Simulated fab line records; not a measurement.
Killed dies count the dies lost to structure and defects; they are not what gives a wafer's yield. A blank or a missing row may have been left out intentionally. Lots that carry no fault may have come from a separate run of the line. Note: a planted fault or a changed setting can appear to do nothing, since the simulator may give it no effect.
Matching of chambers :: flow nand_harc :: rie_diel-08 running NHARC_A_STAIRCASE_ETCHBACK_422: 4 sister chambers
The step etches the open film in CH3F/O2, target depth 40 nm, time 74.286 s. 8 wafers are shown with their chamber, then 11 later ones without.

## EACH WAFER AND ITS CHAMBER
wafer: L079.3
chamber: 3
showerhead_plenum_p_Torr (Torr): 2.29
rf_vpp_V (V): 241.5

wafer: L079.5
chamber: 2
showerhead_plenum_p_Torr (Torr): 2.37
rf_vpp_V (V): 244.0

wafer: L084.1
chamber: 3
showerhead_plenum_p_Torr (Torr): 2.29
rf_vpp_V (V): 241.4

wafer: L087.6
chamber: 0
showerhead_plenum_p_Torr (Torr): 2.66
rf_vpp_V (V): 248.1

wafer: L089.3
chamber: 1
showerhead_plenum_p_Torr (Torr): 2.45
rf_vpp_V (V): 244.0

wafer: L089.5
chamber: 1
showerhead_plenum_p_Torr (Torr): 2.45
rf_vpp_V (V): 243.7

wafer: L089.6
chamber: 2
showerhead_plenum_p_Torr (Torr): 2.36
rf_vpp_V (V): 243.4

wafer: L090.1
chamber: 0
showerhead_plenum_p_Torr (Torr): 2.66
rf_vpp_V (V): 247.2

## WAFERS WITH NO CHAMBER GIVEN
wafer: L090.2
showerhead_plenum_p_Torr (Torr): 2.66
rf_vpp_V (V): 248.3

wafer: L090.4
showerhead_plenum_p_Torr (Torr): 2.36
rf_vpp_V (V): 242.5

wafer: L093.1
showerhead_plenum_p_Torr (Torr): 2.65
rf_vpp_V (V): 246.9

wafer: L093.4
showerhead_plenum_p_Torr (Torr): 2.44
rf_vpp_V (V): 244.7

wafer: L093.5
showerhead_plenum_p_Torr (Torr): 2.44
rf_vpp_V (V): 245.1

wafer: L096.1
showerhead_plenum_p_Torr (Torr): 2.44
rf_vpp_V (V): 243.2

wafer: L096.4
showerhead_plenum_p_Torr (Torr): 2.35
rf_vpp_V (V): 243.3

wafer: L096.6
showerhead_plenum_p_Torr (Torr): 2.44
rf_vpp_V (V): 243.7

wafer: L097.1
showerhead_plenum_p_Torr (Torr): 2.65
rf_vpp_V (V): 248.5

wafer: L097.3
showerhead_plenum_p_Torr (Torr): 2.65
rf_vpp_V (V): 246.5

wafer: L097.4
showerhead_plenum_p_Torr (Torr): 2.44
rf_vpp_V (V): 244.7

## EACH ONE'S CHAMBER
wafer: L090.2
from the rows above: 0
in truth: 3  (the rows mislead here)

wafer: L090.4
from the rows above: 2
in truth: 2

wafer: L093.1
from the rows above: 0
in truth: 0

wafer: L093.4
from the rows above: 1
in truth: 1

wafer: L093.5
from the rows above: 1
in truth: 1

wafer: L096.1
from the rows above: 1
in truth: 1

wafer: L096.4
from the rows above: 2
in truth: 2

wafer: L096.6
from the rows above: 1
in truth: 1

wafer: L097.1
from the rows above: 0
in truth: 0

wafer: L097.3
from the rows above: 0
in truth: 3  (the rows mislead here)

wafer: L097.4
from the rows above: 1
in truth: 1
Correct placement for 9 of the 11. Not placeable from these rows: 0. Number placed wrongly: 2.
How it was worked out, from the rows above alone: a wafer's distance from a chamber is the root of the sum, over the readings, of the square of ((its reading less the chamber's mean) divided by the reading's scatter). If the next closest chamber is less than 2 further off than the closest, the wafer can't be placed; otherwise it belongs to the closest. A chamber's mean is the mean of its shown wafers. The scatter: the root of (the sum of the squares of (reading less its chamber's mean) over the shown wafers, divided by (wafers less chambers)).
